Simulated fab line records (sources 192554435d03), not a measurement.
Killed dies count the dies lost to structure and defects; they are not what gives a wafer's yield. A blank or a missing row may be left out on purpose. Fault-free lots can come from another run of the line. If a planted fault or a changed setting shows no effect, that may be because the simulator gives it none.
Which tool is to blame? | flow n5Finfet | route of 1938 steps, sampled at 1 step: 12 lots, 36 wafers

WHAT THE GAUGES SHOWED, per wafer
N5_BEOL_M4_RS_MEAS_58: measurement is done with a four-point probe.
lot  | measured     | on           | M4_RS (ohm/sq)
L075 | day 8 19:39  | filmMetro-01 | 0.71 0.69 0.68
L077 | day 9 03:10  | filmMetro-01 | 0.75 0.73 0.77
L079 | day 9 11:31  | filmMetro-02 | 0.73 0.77 0.69
L081 | day 10 15:05 | filmMetro-01 | 0.66 0.67 0.67
L080 | day 10 21:05 | filmMetro-02 | 0.68 0.66 0.66
L085 | day 11 05:37 | filmMetro-01 | 0.61 0.63 0.62
L090 | day 12 03:17 | filmMetro-01 | 0.63 0.70 0.66
L088 | day 12 23:18 | filmMetro-01 | 0.58 0.69 0.59
L091 | day 13 04:32 | filmMetro-01 | 0.63 0.74 0.65
L094 | day 14 18:10 | filmMetro-01 | 0.61 0.73 0.63
L093 | day 14 21:05 | filmMetro-01 | 0.67 0.64 0.68
L095 | day 15 01:57 | filmMetro-02 | 0.67 0.66 0.63

EACH LOT AND THE TOOL THAT RAN IT (in order: tool; ch and the chambers of the sampled wafers; start)
Before these readings, the record contains no process step.

THE ANSWER, worked out from the rows above alone
Rule: what is usual is taken from the lots themselves. Put in order of their means at a reading, lots are off if they are a third of the lots or fewer, leave a main group of 4 or more, and stand apart from it by a gap of 3 or more times the standard deviation of the main group's means; of several such gaps the widest counts. If all means in a main group match to the digits the tables above print for the reading, that group is not used. A lot without any number at a reading at which 4 lots or more have one is off too. The other lots that the step has rows for count as sound.
Across all readings shown, no lot is off: no conclusion can be drawn from this.

WHAT WAS PUT IN BY THE SIMULATOR
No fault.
